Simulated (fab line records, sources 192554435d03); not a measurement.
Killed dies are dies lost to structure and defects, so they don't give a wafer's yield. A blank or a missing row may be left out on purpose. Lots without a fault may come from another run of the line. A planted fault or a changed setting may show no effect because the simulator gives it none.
Which tool did it? | flow n5_finfet | 9 lots, 26 wafers sampled, at 4 steps of a route of 1938

WHAT THE GAUGES READ, wafer by wafer
N5_GATE_CUT_THK_MEAS_24.
lot  | measured     | on            | GC_FILL_THK (nm)
L338 | day 5 00:02  | film_metro-02 | 217.1 218.8 216.8
L339 | day 5 11:11  | film_metro-01 | 219.5 218.2 219.4
L351 | day 8 04:13  | film_metro-02 | 231.2 234.4 231.4
L352 | day 8 06:40  | film_metro-02 | 223.6 228.6 230.9
L354 | day 8 21:04  | film_metro-01 | 228.2 232.2 231.1
L356 | day 9 18:13  | film_metro-01 | 219.4 219.7 217.4
L357 | day 9 21:17  | film_metro-01 | 219.2 218.4 217.4
L358 | day 10 00:40 | film_metro-01 | 216.2 217.7 219.2
L359 | day 10 10:00 | film_metro-01 | 223.6 219.0

WHICH TOOL RAN EACH LOT (tool, then ch and the chambers of the sampled wafers, then the start)
lot  | N5_GATE_CUT_CUT_ETCH_53           | N5_GATE_CUT_CUT_ETCH_54           | N5_GATE_CUT_ETCH_47
L338 | rie_metal-02 ch 0,1, day 4 21:48  | rie_metal-02 ch 0,1, day 4 21:52  | rie_metal-02 ch 0,1, day 4 21:57
L339 | rie_metal-01 ch 0,1, day 5 08:40  | rie_metal-01 ch 0,1, day 5 08:43  | rie_metal-01 ch 0,1, day 5 08:49
L351 | rie_metal-01 ch 0,1, day 8 01:46  | rie_metal-01 ch 0,1, day 8 01:49  | rie_metal-01 ch 0,1, day 8 01:55
L352 | rie_metal-03 ch 0,1, day 8 04:26  | rie_metal-03 ch 0,1, day 8 04:30  | rie_metal-03 ch 0,1, day 8 04:35
L354 | rie_metal-03 ch 0,1, day 8 18:29  | rie_metal-03 ch 0,1, day 8 18:34  | rie_metal-03 ch 0,1, day 8 18:40
L356 | rie_metal-01 ch 0,1, day 9 15:05  | rie_metal-01 ch 0,1, day 9 15:09  | rie_metal-01 ch 0,1, day 9 15:14
L357 | rie_metal-03 ch 0,1, day 9 19:03  | rie_metal-03 ch 0,1, day 9 19:07  | rie_metal-03 ch 0,1, day 9 19:12
L358 | rie_metal-03 ch 0,1, day 9 22:25  | rie_metal-03 ch 0,1, day 9 22:29  | rie_metal-03 ch 0,1, day 9 22:34
L359 | rie_metal-01 ch 0,1, day 10 07:49 | rie_metal-01 ch 0,1, day 10 07:52 | rie_metal-01 ch 0,1, day 10 07:56
- N5_GATE_CUT_CUT_ETCH_53: etches W in SF6/Cl2, target depth 79.2 nm.
- N5_GATE_CUT_CUT_ETCH_54: etches TiN in Cl2/BCl3, target depth 96.7 nm.
- N5_GATE_CUT_ETCH_47: etches SiO2 in Cl2/BCl3, target depth 10 nm.

THE ANSWER, worked out from the rows above alone
Rule: what is usual is taken from the lots themselves. Put in order of their means at a reading, lots are off if they are a third of the lots or fewer, leave a main group of 4 or more, and stand apart from it by a gap of 3 or more times the standard deviation of the main group's means; of several such gaps the widest counts. A main group whose means are all the same, to the digits that the tables above print for the reading, isn't used. A lot without any number at a reading at which 4 lots or more have one is off too. The other lots that the step has rows for count as sound.
Off: L351, L352, L354, at N5_GATE_CUT_THK_MEAS_24 (GC_FILL_THK). The main group: mean 218.8 nm, standard deviation 1.2.
A tool fits if, at a process step before that reading, it ran every lot that is off, and no sound lot after the first of them. The gauges at N5_GATE_CUT_THK_MEAS_24 are tried like those tools. None of those tried fits.

WHAT THE SIMULATOR HAD PUT IN
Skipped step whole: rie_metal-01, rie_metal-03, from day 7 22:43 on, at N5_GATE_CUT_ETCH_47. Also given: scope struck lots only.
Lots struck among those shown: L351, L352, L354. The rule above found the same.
